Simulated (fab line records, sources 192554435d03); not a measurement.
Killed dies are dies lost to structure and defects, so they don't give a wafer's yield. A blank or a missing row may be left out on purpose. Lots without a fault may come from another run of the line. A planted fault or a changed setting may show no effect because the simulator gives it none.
Chamber matching | flow n5_finfet | N5_FIN_CUT_STRIP_24 on rie_diel-01: 4 sister chambers
The step strips in CF4. 14 wafers are shown with their chamber, then 7 later ones without.

WAFERS WITH THEIR CHAMBER
wafer  | chamber | throttle_valve_pct (%) | showerhead_plenum_p_Torr (Torr) | oes_product_au (a.u.)
L283.1 | 2       | 13.57                  | 1.85                            | 0.76
L283.4 | 3       | 13.90                  | 1.84                            | 0.79
L283.6 | 2       | 13.58                  | 1.85                            | 0.76
L284.2 | 0       | 13.84                  | 1.80                            | 0.73
L284.3 | 2       | 13.56                  | 1.85                            | 0.75
L284.4 | 1       | 13.97                  | 1.85                            | 0.71
L289.2 | 2       | 13.61                  | 1.85                            | 0.75
L289.3 | 1       | 13.99                  | 1.84                            | 0.71
L289.6 | 0       | 13.87                  | 1.80                            | 0.72
L290.1 | 0       | 13.86                  | 1.80                            | 0.72
L290.3 | 2       | 13.60                  | 1.85                            | 0.75
L290.6 | 2       | 13.62                  | 1.85                            | 0.75
L291.1 | 0       | 13.89                  | 1.80                            | 0.71
L291.2 | 3       | 13.93                  | 1.83                            | 0.78

SIGNATURES (means of the wafers above)
reading                  | chamber 0 | chamber 1 | chamber 2 | chamber 3 | scatter within a chamber
throttle_valve_pct       | 13.8650   | 13.9800   | 13.5900   | 13.9150   | 0.0218
showerhead_plenum_p_Torr | 1.8000    | 1.8450    | 1.8500    | 1.8350    | 0.00316
oes_product_au           | 0.7200    | 0.7100    | 0.7533    | 0.7850    | 0.00619
Rule: a wafer's distance from a chamber is the root of the sum, over the readings, of the square of ((its reading less the chamber's mean) divided by the reading's scatter). The wafer belongs to the nearest chamber; if the next one is less than 2 further off, it can't be placed. The scatter: the root of (the sum of the squares of (reading less its chamber's mean) over the shown wafers, divided by (wafers less chambers)).

WAFERS WITHOUT THEIR CHAMBER
wafer  | throttle_valve_pct (%) | showerhead_plenum_p_Torr (Torr) | oes_product_au (a.u.)
L291.5 | 13.98                  | 1.84                            | 0.71
L302.3 | 14.04                  | 1.84                            | 0.69
L302.5 | 13.65                  | 1.84                            | 0.73
L302.6 | 14.03                  | 1.84                            | 0.69
L304.2 | 13.98                  | 1.83                            | 0.75
L304.4 | 13.94                  | 1.79                            | 0.70
L304.5 | 14.00                  | 1.83                            | 0.76

WHICH CHAMBER EACH WENT THROUGH
wafer  | from the rows above     | in truth
L291.5 | 1                       | 1
L302.3 | 1                       | 1
L302.5 | 2                       | 2
L302.6 | 1                       | 1
L304.2 | can't be placed: 3 or 1 | 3
L304.4 | 0                       | 0
L304.5 | 3                       | 3
Placed correctly: 6 of 7. Can't be placed from these rows: 1 (the true chamber is among the candidates in 1). Placed wrongly: 0.
